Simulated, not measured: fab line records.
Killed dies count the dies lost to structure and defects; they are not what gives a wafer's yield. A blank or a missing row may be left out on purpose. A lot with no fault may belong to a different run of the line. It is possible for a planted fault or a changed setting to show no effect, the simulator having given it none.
A lot that was struck, set against a sound lot -- flow n5 finfet -- 37 steps out of a route of 1938
Sound: these wafers, L699.2, L699.4, L699.5. The struck wafers were L709.1, L709.2, L709.6. The cause is named last.
For every step that has rows: the tool of each side, followed by ch and its chambers, followed by its first start. Under that, the readings that differ: sound wafers -- struck wafers -- difference of the means -- sigmas: that difference in standard deviations of wafers without a fault.
alike: readings whose means differ by less than 2 such deviations, and words and numbers that are the same on both sides. not compared: withheld readings, readings that some wafer has no value for, bounds like >300 that may hide the same value, and numbers for which the record gives no deviation and whose values overlap.
Wherever a step has rows on one side only, a row that says differs or no value, or a row with sigmas, the two part there. Numbers that don't overlap but have no deviation are shown without sigmas and don't part them. A reading missing from all wafers of one side parts the sides only when that side holds two or more wafers.

first, 9 steps without rows for these wafers: N5_WELL_APT_HMDS_01 (time 60 s); N5_WELL_APT_COAT_02 (resist thk 950 nm); N5_WELL_APT_EBR_04; N5_WELL_APT_SOFTBAKE_03 (time 60 s); N5_WELL_APT_EXPOSE_05 (exposes mask NWELL, defocus 0 nm, target cd 200 nm); N5_WELL_APT_PEB_06 (peb time 90 s); N5_WELL_APT_DEVELOP_07 (develop time 45 s); N5_WELL_APT_HARDBAKE_12 (time 120 s); N5_WELL_APT_DESCUM_13 (chemistry O2, time 7.9 s).
N5_WELL_APT_IMPLANT_14:
  sound on implanter-01 ch 0, day 3 02:02; struck on implanter-01 ch 0, day 5 14:04
reading,sound,struck,difference,sigmas
dose ions cm2,1.4977e+13 1.4988e+13 1.4994e+13,1.1326e+13 1.1338e+13 1.1321e+13,-3.6580e+12,-99 or more
faraday current uA,189 192 193,144 139 139,-51,-13
  alike: beam energy keV, end station pressure torr
then, 25 steps without rows for these wafers: N5_WELL_APT_IMPLANT_15; N5_WELL_APT_STRIP_16 (strips in SPM, time 900 s); N5_WELL_APT_HMDS_18 (time 60 s); N5_WELL_APT_COAT_19 (resist thk 950 nm); N5_WELL_APT_EBR_21; N5_WELL_APT_SOFTBAKE_20 (time 60 s); N5_WELL_APT_EXPOSE_22 (exposes mask PWELL, defocus 0 nm, target cd 200 nm); N5_WELL_APT_PEB_23 (peb time 90 s); N5_WELL_APT_DEVELOP_24 (develop time 45 s); N5_WELL_APT_HARDBAKE_29 (time 120 s); N5_WELL_APT_DESCUM_30 (chemistry O2, time 7.9 s); N5_WELL_APT_IMPLANT_31; N5_WELL_APT_IMPLANT_32; N5_WELL_APT_STRIP_33 (strips in SPM, time 900 s); N5_WELL_APT_RTA_34 (time 10 s); N5_WELL_APT_OXIDE_STRIP_42 (strips SiO2 in dHF, time 45 s, target depth 12 nm); N5_WELL_APT_PRECLEAN_36 (cleans in O3/DIW, time 45 s); N5_WELL_APT_PRECLEAN_39 (cleans in dHF, time 60 s); N5_WELL_APT_SRD_37 (time 30 s); N5_WELL_APT_EPI_41 (deposits Si from SiH4/H2, target thk 50 nm, time 297.7 s); N5_PMOS_HMC_CHANNEL_EPI_HM_DEP_34 (deposits SiO2 from TEOS/O2, target thk 36 nm, time 6.9 s); N5_PMOS_HMC_CHANNEL_EPI_COAT_31 (time 60 s, resist thk 66 nm); N5_PMOS_HMC_CHANNEL_EPI_COAT_03 (resist thk 205 nm); N5_PMOS_HMC_CHANNEL_EPI_EBR_05; N5_PMOS_HMC_CHANNEL_EPI_SOFTBAKE_04 (time 60 s).
-- the record jumps here: 8 days lie between the struck wafers' starts before and after (it left off in module PMOS_HMC_CHANNEL_EPI and takes up again in module BEOL_M4, whose first step shown is number 1111 of the route) --
N5_BEOL_M4_RC_MEAS_101:
  sound on prober-02 ch 0, day 10 10:37; struck on prober-01 ch 0, day 13 03:00
reading,sound,struck,difference,sigmas
RS_NWELL (ohm/sq),1038 1049 1044,1210 1192 1206,+159,+23
  alike: DIBL_N, DIBL_P, IOFF_N, IOFF_P, ION_N, ION_P, SS_N, SS_P, VT_N, VT_P
-- record jumps: 5 days separate the struck wafers' starts on either side; left off in module BEOL_M4, taken up again in module PASSIVATION, whose first shown step is the route's number 1936 --
N5_PASSIVATION_PROBE_49:
  sound on prober-02 at day 15 06:16; struck on prober-01 at day 18 04:05
reading,sound,struck,difference,sigmas
sort_bin_4_leakage (%),0 0 0,0 0.08 0,+0,+3
  alike: defect limited yield, killed_at_M0_to_M3, killed_at_M4_up, killed at contacts, killed at front end, killed at other, killed dies, killed open, killed short, sort_bin_5_function, sort_bin_6_memory, sort n pass, sort yield pct

## WHERE THEY PART
At N5_WELL_APT_IMPLANT_14 first; at N5_PASSIVATION_PROBE_49 last (within this record only).

WHY: what had been put in by the simulator
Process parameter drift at N5_WELL_APT_IMPLANT_14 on implanter-01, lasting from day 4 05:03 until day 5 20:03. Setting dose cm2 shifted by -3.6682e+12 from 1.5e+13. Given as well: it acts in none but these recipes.
